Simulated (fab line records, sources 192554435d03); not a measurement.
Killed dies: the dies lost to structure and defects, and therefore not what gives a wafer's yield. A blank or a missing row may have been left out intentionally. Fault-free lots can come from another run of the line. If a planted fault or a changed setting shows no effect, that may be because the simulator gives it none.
Split-lot study ; flow n5_finfet ; on a route of 1938 steps: 7 lots, 39 wafers read

== SPLIT DETAILS ==
At N5_DUMMY_GATE_ALD_02 (deposits SiO2, target thk 2 nm, pulse time 1 s), the setting target_thk_a was moved away from the recipe's 20 angstrom on 15 of the 39 wafers read, by -22.2% to +51.5%. The other wafers ran this setting at the recipe's value.

The reading is taken at the split's own step.

== THE READING ==
SiO2_of_DUMMY_GATE_ALD_02.thk_nm (the simulator's own value, which no gauge read), in nm, at N5_DUMMY_GATE_ALD_02 (deposits SiO2, target thk 2 nm, pulse time 1 s). The file does not state a usual value for it.

wafer;tool, chamber at the split;target_thk_a as run, angstrom;against the recipe;SiO2_of_DUMMY_GATE_ALD_02.thk_nm, nm;against lot-mates on the recipe
L074.1;ald_sin-03, 0,2,3;30.31;+51.5%;3;+1.0
L074.3;ald_sin-03, 0,2,3;30.31;+51.5%;3;+1.0
L074.4;ald_sin-03, 0,2,3;30.31;+51.5%;3;+1.0
L074.2;ald_sin-03, 1,0,1;20;recipe;2;-
L074.5;ald_sin-03, 1,0,1;20;recipe;2;-
L074.6;ald_sin-03, 1,0,1;20;recipe;2;-
L075.1;ald_sin-04, 2,1,0;20;recipe;2;-
L075.2;ald_sin-04, 2,1,0;20;recipe;2;-
L075.4;ald_sin-04, 2,1,0;20;recipe;2;-
L075.3;ald_sin-04, 3,1,2;28.02;+40.1%;2.8;+0.8
L075.5;ald_sin-04, 3,1,2;28.02;+40.1%;2.8;+0.8
L075.6;ald_sin-04, 3,1,2;28.02;+40.1%;2.8;+0.8
L082.1;ald_sin-01, 1,0,3;20;recipe;2;-
L082.4;ald_sin-01, 1,0,3;20;recipe;2;-
L082.6;ald_sin-01, 1,0,3;20;recipe;2;-
L085.1;ald_sin-03, 1,2,0;30.16;+50.8%;3;+1.0
L085.2;ald_sin-03, 1,2,0;30.16;+50.8%;3;+1.0
L085.4;ald_sin-03, 1,2,0;30.16;+50.8%;3;+1.0
L085.3;ald_sin-03, 3,1,0;20;recipe;2;-
L085.5;ald_sin-03, 3,1,0;20;recipe;2;-
L085.6;ald_sin-03, 3,1,0;20;recipe;2;-
L088.1;ald_sin-04, 1,3,0;15.57;-22.2%;1.6;-0.4
L088.2;ald_sin-04, 1,3,0;15.57;-22.2%;1.6;-0.4
L088.4;ald_sin-04, 1,3,0;15.57;-22.2%;1.6;-0.4
L088.3;ald_sin-04, 2,3,0;20;recipe;2;-
L088.5;ald_sin-04, 2,3,0;20;recipe;2;-
L088.6;ald_sin-04, 2,3,0;20;recipe;2;-
L089.1;ald_sin-03, 3,0,2;20;recipe;2;-
L089.4;ald_sin-03, 3,0,2;20;recipe;2;-
L089.5;ald_sin-03, 3,0,2;20;recipe;2;-
L089.2;ald_sin-03, 1,2,1;23.19;+15.9%;2.4;+0.4
L089.3;ald_sin-03, 1,2,1;23.19;+15.9%;2.4;+0.4
L089.6;ald_sin-03, 1,2,1;23.19;+15.9%;2.4;+0.4
L094.1;ald_sin-04, 1,2,3,2,1,3;20;recipe;2;-
L094.2;ald_sin-04, 1,2,3,2,1,3;20;recipe;2;-
L094.3;ald_sin-04, 1,2,3,2,1,3;20;recipe;2;-
L094.4;ald_sin-04, 1,2,3,2,1,3;20;recipe;2;-
L094.5;ald_sin-04, 1,2,3,2,1,3;20;recipe;2;-
L094.6;ald_sin-04, 1,2,3,2,1,3;20;recipe;2;-
Rows listing several chambers each stand for several wafers; the file does not say which wafer went through which chamber.

FIT RESULTS
A straight line over all 39 wafers: SiO2_of_DUMMY_GATE_ALD_02.thk_nm changes by +0.0195 nm for each +1% of target_thk_a; r = +1.00; the points scatter about the line by 0.025 nm.
The same after taking each lot's own level away (the mean of its wafers on the recipe; 39 wafers): +0.0195 nm for each +1%; r = +1.00; scatter 0.025 nm.
According to that fit, moving target_thk_a by its largest amount changes the reading by 1 nm.
The lots' own levels span 2.00 to 2.00 nm.
Consequently the slope shifts little with the lot-to-lot level, the two slopes agreeing.
Check: for one of the wafers moved furthest among these (+51.5%), held out of the fit, the line's prediction against its lot-mates is +1.02 nm. It came out at +1 nm against them.

== OTHER SPLITS APPLIED TO THESE WAFERS ==
Other splits were also applied to these wafers ahead of the reading. Each is held against what the fit with the lots' levels taken away leaves over:
other split on the same wafers;wafers away from the commonest value;r with SiO2_of_DUMMY_GATE_ALD_02.thk_nm (lot level and that fit taken away)
N5_FIN_SAQP_PECVD_06 time_s;12;-0.07

== THE FILE'S OWN FIT ==
SiO2_of_DUMMY_GATE_ALD_02.thk_nm changes by +0.0197 nm for each +1% of target_thk_a, r = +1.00.
